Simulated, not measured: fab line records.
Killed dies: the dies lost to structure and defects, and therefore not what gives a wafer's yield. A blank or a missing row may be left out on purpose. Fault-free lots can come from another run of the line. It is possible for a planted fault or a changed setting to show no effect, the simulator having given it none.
Lot-split experiment -- flow n5_finfet -- on a route of 1938 steps: 7 lots, 21 wafers read

THE SPLIT ITSELF
At N5_BEOL_M6_PECVD_70 (deposits SiO2 from TEOS/O2, target thk 20 nm, time 22.7 s), the setting temp_c was moved away from the recipe's 400 C on 5 of the 21 wafers read, by -2.9% to +4.0%. This setting was run at the recipe's value on the other wafers.

FROM THE SPLIT TO THE READING: what the file shows between them, 3 steps
- N5_BEOL_M6_HM_DEP_02: deposits TiN, target thk 20 nm
- N5_BEOL_M6_COAT_59: time 60 s, resist thk 100 nm
- N5_BEOL_M6_STRIP_80: strips in N2/H2, time 10 s

THE READING
SiO2_of_BEOL_M6_PECVD_70.thk_nm (the simulator's own value, which no gauge read), in nm, at N5_BEOL_M6_HM_STRIP_39 (strips TiN in peroxide tin strip, target depth 25 nm, time 158 s). There is no usual value for it anywhere in the file. Here, 16 wafers ran the recipe; their average is 19.8 nm with a standard deviation of 0.36 nm.

wafer,"tool, chamber at the split","temp_c as run, C",against the recipe,"SiO2_of_BEOL_M6_PECVD_70.thk_nm, nm",against lot-mates on the recipe
L074.1,"pecvd-01, 1",400,recipe,20,-
L074.3,"pecvd-01, 0",400,recipe,19.8,-
L074.5,"pecvd-01, 1",400,recipe,20.4,-
L077.3,"pecvd-01, 0",388.4,-2.9%,21,+1.2
L077.4,"pecvd-01, 1",400,recipe,20,-
L077.5,"pecvd-01, 2",400,recipe,19.6,-
L081.3,"pecvd-01, 0",393.4,-1.7%,21,+0.9
L081.5,"pecvd-01, 0,1",400,recipe,20.2,-
L081.6,"pecvd-01, 0,1",400,recipe,20,-
L085.3,"pecvd-01, 1",400,recipe,19.6,-
L085.4,"pecvd-01, 2",400,recipe,19.6,-
L085.5,"pecvd-01, 1",400,recipe,20,-
L089.1,"pecvd-01, 2",400,recipe,19.2,-
L089.3,"pecvd-01, 0",400,recipe,19.8,-
L089.5,"pecvd-01, 0",400,recipe,19.8,-
L093.2,"pecvd-03, 2",400,recipe,19.8,-
L093.5,"pecvd-03, 1,2",415.9,+4.0%,18.2,-1.6
L093.6,"pecvd-03, 1,2",415.9,+4.0%,18,-1.8
L096.1,"pecvd-01, 0,2",400,recipe,19,-
L096.2,"pecvd-01, 2",389.5,-2.6%,20,+0.9
L096.5,"pecvd-01, 0,2",400,recipe,19.2,-
The file does not say which wafer passed through which chamber wherever a row lists several chambers: such a row stands for several wafers.

THE FIT
A straight line over all 21 wafers: SiO2_of_BEOL_M6_PECVD_70.thk_nm changes by -0.392 nm for each +1% of temp_c; r = -0.84; the points scatter about the line by 0.41 nm.
The same after taking each lot's own level away (the mean of its wafers on the recipe; 21 wafers): -0.42 nm for each +1%; r = -0.96; scatter 0.2 nm.
According to that fit, moving temp_c by its largest amount changes the reading by 1.7 nm.
The lots' own levels span 19.10 to 20.10 nm, that is 2.7 times the standard deviation above.
The two slopes are in agreement: the lot-to-lot level therefore moves the slope only a little.
Check: with one of the wafers moved furthest among these (+4.0%) left out of the fit, the line predicts -1.71 nm for it against its lot-mates. Against them it came out at -1.6 nm.

THESE WAFERS: OTHER SPLITS
Before the reading, these wafers also passed through other splits. Each is held against what the fit with the lots' levels taken away leaves over:
other split on the same wafers,wafers away from the commonest value,r with SiO2_of_BEOL_M6_PECVD_70.thk_nm (lot level and that fit taken away)
N5_BEOL_M4_COAT_22 spin_rpm,5,+0.20
N5_BEOL_M4_TRENCH_ETCH_37 source_w,8,-0.28
N5_BEOL_M5_ETCH_62 source_w,6,-0.15
N5_BEOL_M5_COAT_74 spin_rpm,3,-0.34

THE WHOLE CHAIN: every reading that the file lists as answering this split, in the file's order
step,what it does,reading,change (the file's fit),r (the file's)
N5_BEOL_M6_PECVD_70,"deposits SiO2 from TEOS/O2, target thk 20 nm, time 22.7 s","SiO2_of_BEOL_M6_PECVD_70.thk_nm (the simulator's own value, which no gauge read)",-0.431 nm for each +1% of the setting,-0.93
N5_BEOL_M6_HM_STRIP_39,"strips TiN in peroxide tin strip, target depth 25 nm, time 158 s","SiO2_of_BEOL_M6_PECVD_70.thk_nm (the simulator's own value, which no gauge read)",-0.416 nm for each +1% of the setting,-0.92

FILE'S OWN FIT
SiO2_of_BEOL_M6_PECVD_70.thk_nm changes by -0.416 nm for each +1% of temp_c, r = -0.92.
